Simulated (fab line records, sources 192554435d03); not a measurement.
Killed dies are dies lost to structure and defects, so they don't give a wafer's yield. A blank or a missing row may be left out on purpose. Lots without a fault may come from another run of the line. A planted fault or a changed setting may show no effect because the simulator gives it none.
Which tool did it? | flow n5_finfet | 24 lots, 72 wafers sampled, at 4 steps of a route of 1938

WHAT THE GAUGES READ, wafer by wafer
N5_MOL_CONTACT_COAG_THK_MEAS_53. Usual: VIA_MOL_THK 43.6 nm, standard deviation 0.61.
lot  | measured     | on            | VIA_MOL_THK (nm) | flag
L074 | day 5 06:22  | film_metro-01 | 43.1 43.6 44.6   |
L075 | day 5 15:07  | film_metro-01 | 43.1 44.0 44.3   |
L076 | day 5 19:15  | film_metro-02 | 42.9 43.7 43.9   |
L077 | day 5 22:37  | film_metro-02 | 43.3 43.8 44.6   |
L078 | day 6 04:43  | film_metro-02 | 42.5 43.0 43.3   |
L079 | day 6 13:25  | film_metro-01 | 42.8 44.6 43.2   |
L080 | day 6 21:52  | film_metro-02 | 43.5 44.4 44.3   |
L081 | day 7 02:51  | film_metro-02 | 43.5 43.8 44.6   |
L082 | day 7 04:22  | film_metro-01 | 43.4 42.9 43.5   |
L083 | day 7 12:54  | film_metro-01 | 42.8 42.8 43.6   |
L084 | day 7 19:45  | film_metro-01 | 43.7 43.7 44.0   |
L085 | day 7 22:47  | film_metro-02 | 42.9 43.7 43.3   |
L086 | day 8 10:25  | film_metro-02 | 42.9 43.9 44.5   |
L087 | day 8 14:08  | film_metro-02 | 43.1 43.4 44.1   |
L088 | day 8 17:58  | film_metro-02 | 44.0 43.5 44.4   |
L089 | day 9 03:01  | film_metro-02 | 42.7 42.6 43.0   |
L090 | day 9 08:05  | film_metro-02 | 44.1 43.1 43.2   |
L091 | day 9 10:56  | film_metro-01 | 44.2 44.0 44.7   |
L092 | day 9 13:51  | film_metro-02 | 44.4 44.8 43.6   |
L093 | day 9 20:25  | film_metro-01 | 43.0 43.1 44.9   |
L094 | day 10 14:08 | film_metro-02 | 43.8 44.5 43.8   |
L095 | day 10 14:22 | film_metro-01 | 43.2 43.8 44.0   |
L096 | day 10 20:26 | film_metro-02 | 43.5 43.2 43.9   |
L097 | day 11 01:23 | film_metro-01 | 43.0 43.9 43.6   |

WHICH TOOL RAN EACH LOT (tool, then ch and the chambers of the sampled wafers, then the start)
lot  | N5_GATE_CUT_VAPOR_ETCH_51         | N5_MOL_CONTACT_COAG_ETCH_105       | N5_MOL_CONTACT_COAG_ALD_133
L074 | rie_metal-03 ch 0,1, day 4 13:10  | rie_diel-04 ch 0,2,3, day 4 16:27  | ald_sin-01 ch 0,1,3, day 5 04:56
L075 | rie_metal-03 ch 0,1, day 4 19:25  | rie_diel-03 ch 1,2,3, day 5 00:09  | ald_sin-02 ch 0,1,3, day 5 13:38
L076 | rie_metal-02 ch 0,1, day 4 22:42  | rie_diel-04 ch 2,3, day 5 01:55    | ald_sin-02 ch 0,1, day 5 17:48
L077 | rie_metal-02 ch 1, day 5 05:50    | rie_diel-02 ch 1,2,3, day 5 09:02  | ald_sin-03 ch 0,3, day 5 20:56
L078 | rie_metal-02 ch 0,1, day 5 12:07  | rie_diel-03 ch 1,2, day 5 15:29    | ald_sin-01 ch 0,1,3, day 6 03:11
L079 | rie_metal-02 ch 1, day 5 20:59    | rie_diel-02 ch 1,2,3, day 6 01:07  | ald_sin-01 ch 1,2, day 6 11:52
L080 | rie_metal-01 ch 1, day 6 05:38    | rie_diel-02 ch 2,3, day 6 09:46    | ald_sin-02 ch 0,1,3, day 6 20:13
L081 | rie_metal-01 ch 0,1, day 6 09:29  | rie_diel-03 ch 2,3, day 6 14:34    | ald_sin-02 ch 0,3, day 7 01:21
L082 | rie_metal-03 ch 0,1, day 6 12:31  | rie_diel-04 ch 1,2,3, day 6 15:56  | ald_sin-02 ch 0,2,3, day 7 02:56
L083 | rie_metal-01 ch 0,1, day 6 18:10  | rie_diel-02 ch 0,2,3, day 6 21:22  | ald_sin-02 ch 1,2,3, day 7 11:27
L084 | rie_metal-03 ch 0,1, day 7 02:49  | rie_diel-03 ch 1,2,3, day 7 06:08  | ald_sin-03 ch 0,2,3, day 7 18:19
L085 | rie_metal-02 ch 0,1, day 7 05:28  | rie_diel-04 ch 0,3, day 7 08:58    | ald_sin-02 ch 0,1,2, day 7 20:59
L086 | rie_metal-01 ch 0,1, day 7 13:42  | rie_diel-03 ch 1,3, day 7 16:55    | ald_sin-02 ch 0,1,2, day 8 08:59
L087 | rie_metal-03 ch 0,1, day 7 19:28  | rie_diel-02 ch 0,2,3, day 7 22:49  | ald_sin-02 ch 0,1,3, day 8 12:35
L088 | rie_metal-03 ch 1, day 8 00:55    | rie_diel-03 ch 1,2,3, day 8 04:10  | ald_sin-01 ch 0,1,2, day 8 16:28
L089 | rie_metal-01 ch 0,1, day 8 07:41  | rie_diel-03 ch 1,2,3, day 8 11:04  | ald_sin-03 ch 0,2,3, day 9 01:22
L090 | rie_metal-01 ch 0,1, day 8 10:56  | rie_diel-04 ch 1,2,3, day 8 14:31  | ald_sin-02 ch 0,1,2, day 9 06:34
L091 | rie_metal-03 ch 0,1, day 8 17:01  | rie_diel-03 ch 1,2, day 8 20:24    | ald_sin-02 ch 2,3, day 9 09:22
L092 | rie_metal-03 ch 0,1, day 8 21:23  | rie_diel-03 ch 0,1,2, day 9 01:27  | ald_sin-02 ch 0,1,3, day 9 12:22
L093 | rie_metal-01 ch 0,1, day 9 05:31  | rie_diel-02 ch 1,2,3, day 9 08:48  | ald_sin-01 ch 1,2,3, day 9 18:53
L094 | rie_metal-01 ch 0,1, day 9 19:01  | rie_diel-03 ch 0,1,2, day 9 22:33  | ald_sin-03 ch 1,3, day 10 11:58
L095 | rie_metal-01 ch 0,1, day 9 19:28  | rie_diel-04 ch 0,1,3, day 9 23:28  | ald_sin-03 ch 1,3, day 10 12:09
L096 | rie_metal-03 ch 0, day 10 02:33   | rie_diel-03 ch 0,3, day 10 06:13   | ald_sin-01 ch 0,1,3, day 10 19:00
L097 | rie_metal-01 ch 0,1, day 10 09:07 | rie_diel-02 ch 0,1,3, day 10 12:51 | ald_sin-01 ch 0,2,3, day 10 23:52
- N5_GATE_CUT_VAPOR_ETCH_51: etches HfO2 in BCl3/Cl2.
- N5_MOL_CONTACT_COAG_ETCH_105: etches SiARC in CF4, target depth 15.6 nm, time 26 s.
- N5_MOL_CONTACT_COAG_ALD_133: deposits SiO2, target thk 5 nm, pulse time 1 s, co reactant pulse time 1 s.

WHAT THE TOOLS THEMSELVES READ (means of the sampled wafers that have a number; where no wafer has one, the mark that the record gives instead)
N5_GATE_CUT_VAPOR_ETCH_51. Usual: drypump_motor_current_A 5.8 A, standard deviation 0.44; oes_product_au 0.72 a.u., standard deviation 0.091.
lot  | tool         | drypump_motor_current_A (A) | oes_product_au (a.u.) | flag
L074 | rie_metal-03 | 5.5                         | 0.83                  |
L075 | rie_metal-03 | 5.8                         | 0.86                  |
L076 | rie_metal-02 | 5.8                         | 0.65                  |
L077 | rie_metal-02 | 5.6                         | 0.64                  |
L078 | rie_metal-02 | 5.7                         | 0.65                  |
L079 | rie_metal-02 | 5.6                         | 0.64                  |
L080 | rie_metal-01 | 6.4                         | 0.67                  |
L081 | rie_metal-01 | 5.8                         | 0.66                  |
L082 | rie_metal-03 | 5.5                         | 0.82                  |
L083 | rie_metal-01 | 5.8                         | 0.65                  |
L084 | rie_metal-03 | 5.5                         | 0.81                  |
L085 | rie_metal-02 | 5.8                         | 0.64                  |
L086 | rie_metal-01 | 5.8                         | 0.65                  |
L087 | rie_metal-03 | 5.5                         | 0.82                  |
L088 | rie_metal-03 | 5.1                         | 0.80                  |
L089 | rie_metal-01 | 6.1                         | 0.66                  |
L090 | rie_metal-01 | 5.9                         | 0.65                  |
L091 | rie_metal-03 | 5.5                         | 0.81                  |
L092 | rie_metal-03 | 5.8                         | 0.84                  |
L093 | rie_metal-01 | 5.8                         | 0.65                  |
L094 | rie_metal-01 | 6.1                         | 0.65                  |
L095 | rie_metal-01 | 5.8                         | 0.65                  |
L096 | rie_metal-03 | 6.2                         | 0.84                  |
L097 | rie_metal-01 | 5.8                         | 0.64                  |

N5_MOL_CONTACT_COAG_ETCH_105. Usual: drypump_motor_current_A 5.5 A, standard deviation 0.45; etch_rf_on_time_s 26.0 s, standard deviation 0.43; oes_product_au 0.68 a.u., standard deviation 0.081; rf_vpp_V 184.0 V, standard deviation 1.2; showerhead_plenum_p_Torr 2.14 Torr, standard deviation 0.072; throttle_valve_pct 15.60 %, standard deviation 0.26.
lot  | tool        | drypump_motor_current_A (A) | etch_rf_on_time_s (s) | oes_product_au (a.u.) | rf_vpp_V (V) | showerhead_plenum_p_Torr (Torr) | throttle_valve_pct (%) | flag
L074 | rie_diel-04 | 5.4                         | 26.1                  | 0.60                  | 183.6        | 2.10                            | 15.72                  |
L075 | rie_diel-03 | 5.4                         | 26.1                  | 0.67                  | 184.1        | 2.15                            | 15.52                  |
L076 | rie_diel-04 | 5.5                         | 26.0                  | 0.60                  | 184.2        | 2.10                            | 15.70                  |
L077 | rie_diel-02 | 5.6                         | 26.5                  | 0.73                  | 183.9        | 2.16                            | 15.34                  |
L078 | rie_diel-03 | 5.5                         | 26.0                  | 0.69                  | 183.7        | 2.10                            | 15.39                  |
L079 | rie_diel-02 | 5.6                         | 26.2                  | 0.72                  | 184.8        | 2.15                            | 15.35                  |
L080 | rie_diel-02 | 5.2                         | 25.6                  | 0.77                  | 183.5        | 2.14                            | 15.33                  |
L081 | rie_diel-03 | 5.7                         | 26.5                  | 0.62                  | 184.4        | 2.16                            | 15.65                  |
L082 | rie_diel-04 | 5.8                         | 26.0                  | 0.61                  | 184.3        | 2.14                            | 15.78                  |
L083 | rie_diel-02 | 5.1                         | 25.6                  | 0.72                  | 184.3        | 2.13                            | 15.58                  |
L084 | rie_diel-03 | 5.4                         | 26.1                  | 0.66                  | 184.9        | 2.15                            | 15.56                  |
L085 | rie_diel-04 | 5.8                         | 26.5                  | 0.58                  | 183.5        | 2.09                            | 15.73                  |
L086 | rie_diel-03 | 5.2                         | 26.3                  | 0.69                  | 183.8        | 2.14                            | 15.45                  |
L087 | rie_diel-02 | 5.2                         | 25.6                  | 0.71                  | 184.5        | 2.13                            | 15.60                  |
L088 | rie_diel-03 | 5.4                         | 26.1                  | 0.65                  | 183.9        | 2.15                            | 15.57                  |
L089 | rie_diel-03 | 5.4                         | 26.2                  | 0.65                  | 184.2        | 2.15                            | 15.58                  |
L090 | rie_diel-04 | 5.7                         | 26.1                  | 0.74                  | 184.3        | 2.13                            | 15.46                  |
L091 | rie_diel-03 | 5.5                         | 26.0                  | 0.67                  | 183.3        | 2.09                            | 15.45                  |
L092 | rie_diel-03 | 5.7                         | 25.9                  | 0.68                  | 183.8        | 2.09                            | 15.57                  |
L093 | rie_diel-02 | 5.6                         | 25.8                  | 0.77                  | 184.5        | 2.14                            | 15.25                  |
L094 | rie_diel-03 | 5.8                         | 25.9                  | 0.68                  | 183.6        | 2.09                            | 15.61                  |
L095 | rie_diel-04 | 5.7                         | 26.0                  | 0.74                  | 183.5        | 2.13                            | 15.51                  |
L096 | rie_diel-03 | 5.5                         | 25.8                  | 0.66                  | 184.5        | 2.18                            | 15.76                  |
L097 | rie_diel-02 | 5.6                         | 25.8                  | 0.71                  | 183.7        | 2.13                            | 15.51                  |

N5_MOL_CONTACT_COAG_ALD_133. Usual: chamber_pressure_Torr 2.000 Torr, standard deviation 0.0049; heater_power_w 79 W, standard deviation 10; precursor_pulse_height_rel 1.001, standard deviation 0.02; susceptor_temp_C 100.00 C, standard deviation 0.12.
lot  | tool       | chamber_pressure_Torr (Torr) | heater_power_w (W) | precursor_pulse_height_rel | susceptor_temp_C (C) | flag
L074 | ald_sin-01 | 1.999                        | 78                 | 1.006                      | 99.95                |
L075 | ald_sin-02 | 2.002                        | 76                 | 1.018                      | 99.94                |
L076 | ald_sin-02 | 2.001                        | 71                 | 1.032                      | 100.07               |
L077 | ald_sin-03 | 1.998                        | 88                 | 0.998                      | 100.04               |
L078 | ald_sin-01 | 1.999                        | 79                 | 0.994                      | 100.15               |
L079 | ald_sin-01 | 2.003                        | 88                 | 1.010                      | 99.95                |
L080 | ald_sin-02 | 2.000                        | 76                 | 1.001                      | 100.11               |
L081 | ald_sin-02 | 1.998                        | 69                 | 0.998                      | 99.93                |
L082 | ald_sin-02 | 1.996                        | 69                 | 1.009                      | 99.88                |
L083 | ald_sin-02 | 2.002                        | 78                 | 1.010                      | 99.95                |
L084 | ald_sin-03 | 2.001                        | 85                 | 0.998                      | 99.98                |
L085 | ald_sin-02 | 2.001                        | 74                 | 1.014                      | 99.94                |
L086 | ald_sin-02 | 1.999                        | 73                 | 1.001                      | 99.87                |
L087 | ald_sin-02 | 1.993                        | 75                 | 0.983                      | 100.15               |
L088 | ald_sin-01 | 2.000                        | 86                 | 1.011                      | 100.17               |
L089 | ald_sin-03 | 1.997                        | 82                 | 1.021                      | 100.04               |
L090 | ald_sin-02 | 1.999                        | 73                 | 1.009                      | 100.02               |
L091 | ald_sin-02 | 2.004                        | 76                 | 1.008                      | 99.90                |
L092 | ald_sin-02 | 1.999                        | 76                 | 1.003                      | 99.98                |
L093 | ald_sin-01 | 2.000                        | 85                 | 0.988                      | 99.99                |
L094 | ald_sin-03 | 1.993                        | 88                 | 0.988                      | 100.00               |
L095 | ald_sin-03 | 1.997                        | 79                 | 1.006                      | 100.02               |
L096 | ald_sin-01 | 1.995                        | 78                 | 0.997                      | 100.03               |
L097 | ald_sin-01 | 1.996                        | 84                 | 0.995                      | 99.93                |

THE ANSWER, worked out from the rows above alone
Rule: a lot is off if the mean of its wafers that have a number lies more than 3 standard deviations from the usual mean. A lot without any number at a reading at which 4 lots or more have one is off too. The other lots that the step has rows for count as sound. The gauges are gone through in route order, then the tools' own readings, and for those a lot's mean is taken as printed above. The first step at which some lot is off is used, and at that step the reading that is off furthest; a lot without a number counts as furthest.
No lot is off at any reading shown: from this, nothing can be told.

WHAT THE SIMULATOR HAD PUT IN
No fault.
